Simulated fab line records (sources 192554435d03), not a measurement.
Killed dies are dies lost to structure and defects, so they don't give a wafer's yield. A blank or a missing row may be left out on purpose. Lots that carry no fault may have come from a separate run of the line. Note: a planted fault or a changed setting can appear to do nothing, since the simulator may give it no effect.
Matching of chambers :: flow n5-finfet :: N5_PASSIVATION_STRIP_14 on rie-diel-03 has 4 sister chambers
The step strips in O2. 16 wafers are shown with their chamber, then 8 later ones without.

WAFERS PAIRED WITH THEIR CHAMBERS
wafer: L074.3
chamber: 3
showerhead-plenum-p-Torr (Torr): 2.08
oes-product-au (a.u.): 0.95
throttle-valve-pct (%): 16.51

wafer: L074.5
chamber: 3
showerhead-plenum-p-Torr (Torr): 2.08
oes-product-au (a.u.): 0.95
throttle-valve-pct (%): 16.48

wafer: L074.6
chamber: 0
showerhead-plenum-p-Torr (Torr): 2.05
oes-product-au (a.u.): 0.86
throttle-valve-pct (%): 16.67

wafer: L075.1
chamber: 3
showerhead-plenum-p-Torr (Torr): 2.08
oes-product-au (a.u.): 0.94
throttle-valve-pct (%): 16.52

wafer: L075.3
chamber: 1
showerhead-plenum-p-Torr (Torr): 2.23
oes-product-au (a.u.): 0.78
throttle-valve-pct (%): 16.75

wafer: L075.5
chamber: 3
showerhead-plenum-p-Torr (Torr): 2.07
oes-product-au (a.u.): 0.93
throttle-valve-pct (%): 16.50

wafer: L085.3
chamber: 2
showerhead-plenum-p-Torr (Torr): 2.23
oes-product-au (a.u.): 0.81
throttle-valve-pct (%): 16.67

wafer: L085.4
chamber: 2
showerhead-plenum-p-Torr (Torr): 2.24
oes-product-au (a.u.): 0.82
throttle-valve-pct (%): 16.66

wafer: L085.6
chamber: 1
showerhead-plenum-p-Torr (Torr): 2.23
oes-product-au (a.u.): 0.77
throttle-valve-pct (%): 16.81

wafer: L086.1
chamber: 2
showerhead-plenum-p-Torr (Torr): 2.23
oes-product-au (a.u.): 0.82
throttle-valve-pct (%): 16.68

wafer: L086.5
chamber: 1
showerhead-plenum-p-Torr (Torr): 2.22
oes-product-au (a.u.): 0.79
throttle-valve-pct (%): 16.77

wafer: L086.6
chamber: 0
showerhead-plenum-p-Torr (Torr): 2.05
oes-product-au (a.u.): 0.86
throttle-valve-pct (%): 16.68

wafer: L090.3
chamber: 3
showerhead-plenum-p-Torr (Torr): 2.07
oes-product-au (a.u.): 0.91
throttle-valve-pct (%): 16.57

wafer: L090.5
chamber: 3
showerhead-plenum-p-Torr (Torr): 2.07
oes-product-au (a.u.): 0.91
throttle-valve-pct (%): 16.53

wafer: L090.6
chamber: 2
showerhead-plenum-p-Torr (Torr): 2.23
oes-product-au (a.u.): 0.79
throttle-valve-pct (%): 16.71

wafer: L093.1
chamber: 1
showerhead-plenum-p-Torr (Torr): 2.22
oes-product-au (a.u.): 0.77
throttle-valve-pct (%): 16.78

SIGNATURES, as means of the wafers listed above
reading: showerhead-plenum-p-Torr
chamber 0: 2.0500
chamber 1: 2.2250
chamber 2: 2.2325
chamber 3: 2.0750
scatter within a chamber: 0.0052

reading: oes-product-au
chamber 0: 0.8600
chamber 1: 0.7775
chamber 2: 0.8100
chamber 3: 0.9317
scatter within a chamber: 0.0146

reading: throttle-valve-pct
chamber 0: 16.6750
chamber 1: 16.7775
chamber 2: 16.6800
chamber 3: 16.5183
scatter within a chamber: 0.0258
Rule: for a wafer and a chamber, the distance is found by dividing, reading by reading, the gap between the wafer's reading and the chamber's mean by the reading's scatter, squaring, summing and taking the root. If the next closest chamber is less than 2 further off than the closest, the wafer can't be placed; otherwise it belongs to the closest. The scatter: take each reading less its chamber's mean, square it, sum over the shown wafers, divide by the number of wafers less the number of chambers, and take the root.

WAFERS WITH NO CHAMBER GIVEN
wafer: L093.3
showerhead-plenum-p-Torr (Torr): 2.05
oes-product-au (a.u.): 0.83
throttle-valve-pct (%): 16.70

wafer: L093.4
showerhead-plenum-p-Torr (Torr): 2.23
oes-product-au (a.u.): 0.78
throttle-valve-pct (%): 16.71

wafer: L091.1
showerhead-plenum-p-Torr (Torr): 2.04
oes-product-au (a.u.): 0.81
throttle-valve-pct (%): 16.70

wafer: L091.3
showerhead-plenum-p-Torr (Torr): 2.22
oes-product-au (a.u.): 0.77
throttle-valve-pct (%): 16.78

wafer: L091.5
showerhead-plenum-p-Torr (Torr): 2.23
oes-product-au (a.u.): 0.79
throttle-valve-pct (%): 16.72

wafer: L097.3
showerhead-plenum-p-Torr (Torr): 2.07
oes-product-au (a.u.): 0.87
throttle-valve-pct (%): 16.57

wafer: L097.5
showerhead-plenum-p-Torr (Torr): 2.04
oes-product-au (a.u.): 0.81
throttle-valve-pct (%): 16.74

wafer: L097.6
showerhead-plenum-p-Torr (Torr): 2.22
oes-product-au (a.u.): 0.74
throttle-valve-pct (%): 16.84

WHICH CHAMBER EACH WENT THROUGH
wafer: L093.3
from the rows above: 0
in truth: 0

wafer: L093.4
from the rows above: can't be placed: 2 or 1
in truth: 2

wafer: L091.1
from the rows above: 0
in truth: 0

wafer: L091.3
from the rows above: 1
in truth: 1

wafer: L091.5
from the rows above: can't be placed: 2 or 1
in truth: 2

wafer: L097.3
from the rows above: can't be placed: 3 or 0
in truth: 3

wafer: L097.5
from the rows above: 0
in truth: 0

wafer: L097.6
from the rows above: 1
in truth: 1
5 of 8 placed correctly. These rows do not allow placing 3 (true chamber among the candidates in 3). Number placed wrongly: 0.
